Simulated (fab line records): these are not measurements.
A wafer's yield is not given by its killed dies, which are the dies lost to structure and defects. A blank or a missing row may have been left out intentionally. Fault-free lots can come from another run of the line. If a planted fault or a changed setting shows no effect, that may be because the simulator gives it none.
fab line records | flow nandHarc
[record] lots = 13 wafers = 39 lastDay = 33
route steps=1302 shown A_SGD_CUT@911 HYBRID_BOND@1237 THIN_TSV@1280 END@1302
lots untouched by any fault: they come from a run of this same line in which no faults occurred
startH: hours from the record's first day to the start of the lot's first wafer shown | waitH: how many hours have passed since the lot's step before this one | " repeats the value in the row above | L1.1+2: one row covering several wafers at once | - value missing, or start not given | * or withheld: withheld | < > ~ a bound
route shown NAME@n: a module of which the file shows steps, and the number in the route of the first | usual: mean/standard deviation taken from wafers without a fault | same: alike in all rows | chamber/n: place in a boat | sites: per-site readings | _std_site: standard deviation of those values | _edge_site: the outer-site mean with the inner-site mean subtracted | radiusMm: how far each site lies from the wafer's centre | mask NAME#n: copy n | behind: tool/chamber where the wafer was last shaped | hold: what put the lot on hold/how long, in hours/how the hold closed | device: which transistor (n, p or np) failed to switch | end of line: at the end of the route, the tests of the same wafers | a step given without rows: its recipe and nothing more | killed: dies that structure and defects cost at the first sort, which is not the same as the wafer's yield | map: a wafer's dies, x killed, . not, _ none there
set.NAME: the run value of the setting; set.NAME@STEP: its run value at that earlier step | model.NAME: the simulator's own value behind a step, which no gauge read
a sample of lots followed through the steps of the route, with each step as a table and each wafer as a row
services: a tool's chamber out of use, with start hour (startH, from the record's first day; less than 0 if before it), hours out, and reason
[[steps]]
[step NHARC_A_SGD_CUT_PRECLEAN_18]
[recipe] timeS = * tempC = 50 bathAgeMin = 0 chemistry = SC1
[usual] bathGuardTempC = 49.9/0.52 diwFlowMLMin = 1415/4.2
// columns lot.wafer tool chamber startH waitH bathGuardTempC diwFlowMLMin
L833.5 wetBench-06 7 432.29 - 49.2 1417
L833.3 " 0 " " 49.1 1410
L833.2 " 3 " " 50.1 1408
L835.2 wetBench-07 7 447.66 - 50.4 1413
L835.1 " 1 " " 49.5 1424
L835.6 " 3 " " 49.8 1412
L834.4 wetBench-06 6 447.99 - 50.8 1412
L834.2 " 2 " " 50.1 1413
L834.1 " 3 " " 50.0 1417
L836.5 wetBench-07 3 450.44 - 49.4 1414
L836.6 " 4 " " 49.9 1420
L836.2 " 5 " " 50.8 1412
L837.6 wetBench-03 5 469.89 - 50.2 1409
L837.2 " 1 " " 50.0 1413
L837.3 " 2 " " 49.1 1414
L840.5 wetBench-03 6 521.76 - 49.7 1414
L840.6 " 1 " " 49.3 1417
L840.3 " 2 " " 48.8 1416
L841.2 wetBench-07 0 529.86 - 49.3 1418
L841.3 " 2 " " 50.1 1421
L841.4 " 4 " " 49.8 1418
L842.6 wetBench-07 7 531.73 - 50.0 1416
L842.5 " 1 " " 49.5 1413
L842.2 " 2 " " 50.2 1414
L844.3 wetBench-07 3 547.45 - 49.4 1416
L844.6 " 5 " " 50.9 1417
L844.1 " 0 " " 49.4 1420
L847.6 wetBench-07 5 571.74 - 51.0 1416
L847.3 " 6 " " 50.1 1416
L847.5 " 1 " " 49.3 1420
L853.3 wetBench-03 4 628.92 - 50.5 1414
L853.2 " 5 " " 50.1 1414
L853.1 " 7 " " 49.9 1412
L854.6 wetBench-07 0 648.94 - 49.4 1420
L854.5 " 2 " " 50.1 1416
L854.4 " 5 " " 50.8 1416
L856.5 wetBench-07 4 673.52 - 50.2 1419
L856.3 " 7 " " 50.4 1414
L856.2 " 0 " " 49.0 1411
[step NHARC_HYBRID_BOND_ACTIVATE_00]
[recipe] timeS = 60 n2FlowSccm = 200 arFlowSccm = 0 biasPowerW = 0 chemistry = N2
[usual] drypumpMotorCurrentA = 5.6/0.52 oesProductAu = 1.000/0.0074 rfVppV = 63.9/0.91 showerheadPlenumPTorr = 1.73/0.076
[same] biasPowerW = 0
// columns lot.wafer tool chamber startH waitH drypumpMotorCurrentA oesProductAu rfHoursCounterH rfVppV showerheadPlenumPTorr
L833.2 rieDiel-06 0 530.43 0.1 6.1 0.993 3 62.6 1.65
L833.3 " 2 " " 4.7 0.997 2 65.2 1.72
L833.5 " 0 " " 6.1 0.988 - 63.6 1.65
L834.2 rieDiel-06 1 544.08 0.1 5.7 1.009 3 64.2 1.72
L834.1 " 2 " " 4.8 1.008 3 65.0 1.72
L834.4 " 3 " " 5.5 0.998 3 64.4 1.86
L835.2 rieDiel-06 0 544.48 0.1 6.1 0.995 4 63.6 1.65
L835.1 " 1 " " 5.7 1.010 3 63.8 1.72
L835.6 " 0 " " 6.1 0.985 - 63.7 1.65
L836.2 rieDiel-06 1 546.45 0.1 5.7 1.005 3 64.9 1.72
L836.6 " 0 " " 6.1 0.982 - 65.4 1.65
L836.5 " 1 " " 5.7 1.007 - 63.1 1.72
L837.3 rieDiel-06 2 562.57 0.1 4.7 1.011 5 63.7 1.72
L837.2 " 3 " " 5.5 1.007 5 64.9 1.86
L837.6 " 2 " " 4.8 1.014 - 63.2 1.72
L840.3 rieDiel-06 2 609.23 0.2 4.8 1.005 8 65.3 1.72
L840.6 " 2 " " 4.7 1.000 - 64.2 1.72
L840.5 " 1 " " 5.7 0.998 - 65.4 1.72
L842.2 rieDiel-06 2 624.18 0.1 4.7 0.996 10 63.2 1.72
L842.5 " 3 " " 5.5 0.996 - 65.0 1.86
L842.6 " 0 " " 6.1 0.995 - 63.3 1.65
L841.4 rieDiel-04 2 635.22 0.1 5.7 1.011 32 63.3 1.75
L841.2 " 3 " " 6.2 1.008 31 63.4 1.73
L841.3 " 1 " " 5.4 1.011 33 63.3 1.87
L844.3 rieDiel-06 3 645.57 0.1 5.5 0.997 10 66.2 1.86
L844.1 " 1 " " 5.7 1.001 11 62.1 1.72
L844.6 " 3 " " 5.5 0.994 - 64.0 1.86
L847.3 rieDiel-04 2 674.82 0.1 5.7 1.004 44 63.8 1.75
L847.6 " 1 " " 5.4 1.004 - 65.9 1.87
L847.5 " 2 " " 5.7 1.007 - 63.0 1.75
L853.3 rieDiel-06 0 724.19 0.1 6.1 0.993 5 61.8 1.65
L853.1 " 1 " " 5.6 1.009 4 63.7 1.71
L853.2 " 3 " " 5.5 1.004 5 65.2 1.86
L854.4 rieDiel-06 3 738.49 0.1 5.5 1.000 5 64.3 1.86
L854.5 " 0 " " 6.1 0.996 - 65.4 1.65
L854.6 " 1 " " 5.7 0.999 - 64.2 1.71
L856.2 rieDiel-06 2 768.23 0.5 4.7 0.997 8 65.0 1.71
L856.3 " 3 " " 5.5 1.001 9 64.8 1.85
L856.5 " 3 " " 5.5 0.995 - 63.9 1.85
[step NHARC_HYBRID_BOND_OVL_MEAS_05]
[usual] overlayXNm = 0/33 overlayYNm = 2/33
// columns lot.wafer tool chamber startH waitH overlayXNm overlayYNm
L833.2 overlay-02 - 538.55 0.4 9 32
L833.3 " - " " -46 8
L833.5 " - " " -13 69
L834.1 overlay-02 - 556.95 0.4 49 -29
L834.2 " - " " -37 -48
L834.4 " - " " 10 10
L836.2 overlay-01 - 556.95 0.4 -23 12
L836.5 " - " " -5 60
L836.6 " - " " -37 21
L835.1 overlay-02 - 556.96 0.4 -24 -60
L835.2 " - " " -23 -13
L835.6 " - " " 31 -37
L837.2 overlay-02 - 571.73 0.4 4 24
L837.3 " - " " 9 13
L837.6 " - " " 44 -35
L840.3 overlay-02 - 619.82 0.4 22 45
L840.5 " - " " -22 3
L840.6 " - " " 68 18
L842.2 overlay-01 - 633.53 0.4 5 -7
L842.5 " - " " 31 -50
L842.6 " - " " -96 -12
L841.2 overlay-02 - 646.47 0.4 3 25
L841.3 " - " " -68 30
L841.4 " - " " 12 116
L844.1 overlay-02 - 654.95 0.4 -6 -54
L844.3 " - " " 4 -30
L844.6 " - " " -28 48
L847.3 overlay-01 - 684.61 0.4 40 11
L847.5 " - " " -22 4
L847.6 " - " " -62 -6
L853.1 overlay-01 - 734.86 0.4 -17 6
L853.2 " - " " -38 22
L853.3 " - " " -34 -6
L854.4 overlay-02 - 754.45 0.4 6 38
L854.5 " - " " 51 -63
L854.6 " - " " 36 -3
L856.2 overlay-02 - 776.58 0.4 -31 41
L856.3 " - " " -1 -37
L856.5 " - " " -28 3
[step NHARC_THIN_TSV_PRE_CLEAN_54]
[recipe] timeS = 30 tempC = 280 gas = H2/He
[usual] heaterPowerW = 440/45
// columns lot.wafer tool chamber startH waitH heaterPowerW
L833.3 pvdSputter-01 - 547.21 0.1 450
L833.2 " - " " 438
L833.5 " - " " 443
L836.2 pvdSputter-03 - 564.45 0.0 366
L836.5 " - " " 368
L836.6 " - " " 413
L834.2 pvdSputter-03 - 566.21 0.1 379
L834.1 " - " " 410
L834.4 " - " " 418
L835.1 pvdSputter-02 - 566.98 0.1 442
L835.2 " - " " 449
L835.6 " - " " 479
L837.2 pvdSputter-02 - 579.62 0.1 475
L837.3 " - " " 478
L837.6 " - " " 459
L840.3 pvdSputter-03 - 627.52 0.1 413
L840.6 " - " " 407
L840.5 " - " " 446
L842.2 pvdSputter-03 - 641.37 0.1 418
L842.6 " - " " 366
L842.5 " - " " 412
L841.3 pvdSputter-01 - 655.24 0.1 428
L841.2 " - " " 542
L841.4 " - " " 443
L844.1 pvdSputter-01 - 662.51 0.1 460
L844.3 " - " " 438
L844.6 " - " " 446
L847.3 pvdSputter-01 - 692.25 0.1 532
L847.5 " - " " 443
L847.6 " - " " 434
L853.1 pvdSputter-01 - 743.29 0.0 445
L853.3 " - " " 439
L853.2 " - " " 433
L854.4 pvdSputter-02 - 762.05 0.0 461
L854.5 " - " " 470
L854.6 " - " " 464
L856.3 pvdSputter-02 - 784.17 0.0 480
L856.2 " - " " 416
L856.5 " - " " 454
[step NHARC_END_SORT_01]
[recipe] tempC = 25
[usual] killedAtArray = 64/16 killedAtOther = 1.0/1.1 killedAtPeriphery = 3.5/2.3 killedDies = 69/17 killedOpen = 3.2/1.6 killedShort = 2.4/1.6
[same] grossDies = 677
// columns lot.wafer tool chamber startH waitH killedAtArray killedAtOther killedAtPeriphery killedDies killedOpen killedShort
L844.1 prober-01 0 674.37 2.5 130 1 3 134 6 1
L844.3 prober-01 0 675.99 3.1 124 0 2 126 3 4
L844.6 prober-01 0 678.41 4.0 157 2 0 159 3 3
L847.3 prober-02 0 708.60 3.1 110 1 8 119 3 2
L847.5 prober-02 0 710.18 3.7 119 0 7 126 3 3
L847.6 prober-02 0 710.97 4.0 140 0 7 147 5 3
// killed by level:class
L844.1 A_SGD_CUT:unspecified=98 A_SLIT:chamberFilmFlake=18 A_CHANNEL_HOLE_D1:chamberFilmFlake=6 A_CONTACT:chamberFilmFlake=2 P_M0:geometricParticle:open=1 A_ONON_D1:geometricParticle:open=1 A_CHANNEL_HOLE_D1:geometricParticle:open=1 A_CHANNEL_FILL_D1:geometricParticle:open=1
L844.3 A_SGD_CUT:unspecified=71 A_SLIT:chamberFilmFlake=34 A_CHANNEL_HOLE_D1:chamberFilmFlake=8 A_CONTACT:chamberFilmFlake=4 P_M0:geometricParticle:short=1 P_M2:geometricParticle:open=1 A_CHANNEL_FILL_D1:geometricParticle:open=1 A_CHANNEL_FILL_D1:geometricParticle:short=1
L844.6 A_SGD_CUT:unspecified=113 A_SLIT:chamberFilmFlake=25 A_CHANNEL_HOLE_D1:chamberFilmFlake=7 A_CONTACT:chamberFilmFlake=4 A_ONON_D1:geometricParticle:open=2 A_CHANNEL_FILL_D1:geometricParticle:short=2 THIN_TSV:chamberFilmFlake=2 A_CHANNEL_HOLE_D1:geometricParticle:short=1
L847.3 A_SGD_CUT:unspecified=64 A_CHANNEL_HOLE_D2:chamberFilmFlake=20 A_CHANNEL_HOLE_D1:chamberFilmFlake=13 A_SLIT:chamberFilmFlake=5 P_M0:chamberFilmFlake=4 A_STAIRCASE:chamberFilmFlake=2 P_STI:geometricParticle:open=1 A_CHANNEL_HOLE_D1:geometricParticle:short=1
L847.5 A_SGD_CUT:unspecified=79 A_CHANNEL_HOLE_D2:chamberFilmFlake=18 A_CHANNEL_HOLE_D1:chamberFilmFlake=9 A_STAIRCASE:chamberFilmFlake=4 A_SLIT:chamberFilmFlake=3 P_M0:chamberFilmFlake=2 P_BONDPAD:chamberFilmFlake=2 A_ZERO_WELL:chamberFilmFlake=2
L847.6 A_SGD_CUT:unspecified=99 A_CHANNEL_HOLE_D2:chamberFilmFlake=21 A_CHANNEL_HOLE_D1:chamberFilmFlake=7 A_STAIRCASE:chamberFilmFlake=4 A_WL_FILL:geometricParticle:open=3 P_BONDPAD:chamberFilmFlake=3 P_M0:chamberFilmFlake=2 A_CONTACT:chamberFilmFlake=2
[[services]]
// columns tool chamber startH hours kind
pvdSputter-01 - 408.58 9.6 repair
rieDiel-06 3 438.07 4.1 repair
pvdSputter-03 - 454.60 1.1 repair
pvdSputter-02 - 460.00 10.0 pm
rieDiel-06 - 484.23 9.0 pm
rieDiel-06 - 493.27 5.6 repair
rieDiel-06 1 504.30 4.9 repair
wetBench-07 - 512.00 8.0 pm
pvdSputter-01 - 516.14 1.1 repair
rieDiel-06 - 523.55 0.5 repair
pvdSputter-01 - 582.00 10.0 pm
wetBench-07 - 594.94 1.4 repair
rieDiel-06 3 598.50 14.2 repair
wetBench-07 - 612.55 2.2 repair
pvdSputter-01 - 626.33 3.5 repair
pvdSputter-01 - 642.65 4.3 repair
wetBench-07 - 650.49 2.0 repair
rieDiel-06 - 651.01 0.7 repair
pvdSputter-01 - 656.88 5.1 repair
rieDiel-06 - 661.23 9.0 pm
wetBench-07 - 688.00 8.0 pm
pvdSputter-01 - 701.68 6.0 repair
rieDiel-06 3 730.26 5.6 repair
pvdSputter-01 - 760.00 10.0 pm
[[key]]
[firstSign] step = NHARC_END_SORT_01 reading = killedAtArray direction = up sigmas = 4 usual = 64 struck = 130
[effect] step = NHARC_END_SORT_01 reading = killedDies direction = up sigmas = 4 usual = 69 struck = 135
[moreKillsBornAt] NHARC_A_SGD_CUT_PRECLEAN_18@wetBench-07 = 524
metAt NHARC_A_SGD_CUT_PRECLEAN_18
struckLots L844,L847
testerLeftOut L844,L847
notActingAt NHARC_HYBRID_BOND_ACTIVATE_00,NHARC_HYBRID_BOND_OVL_MEAS_05,NHARC_THIN_TSV_PRE_CLEAN_54
onsetBetween 531.73 547.45
[fault] kind = chamberParticleSource tool = wetBench-07 chamber = - onsetH = 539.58 steps = NHARC_A_SGD_CUT_PRECLEAN_18 ratePerVisitCm2 = 1.9526 endH = 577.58
// testerLeftOut: of these lots the tester's yield and bins aren't shown, on N5 and GAA mostly nor the transistor test; their killed dies are dies lost to structure and defects alone, not to doping, threshold or leakage, so they don't give the yield
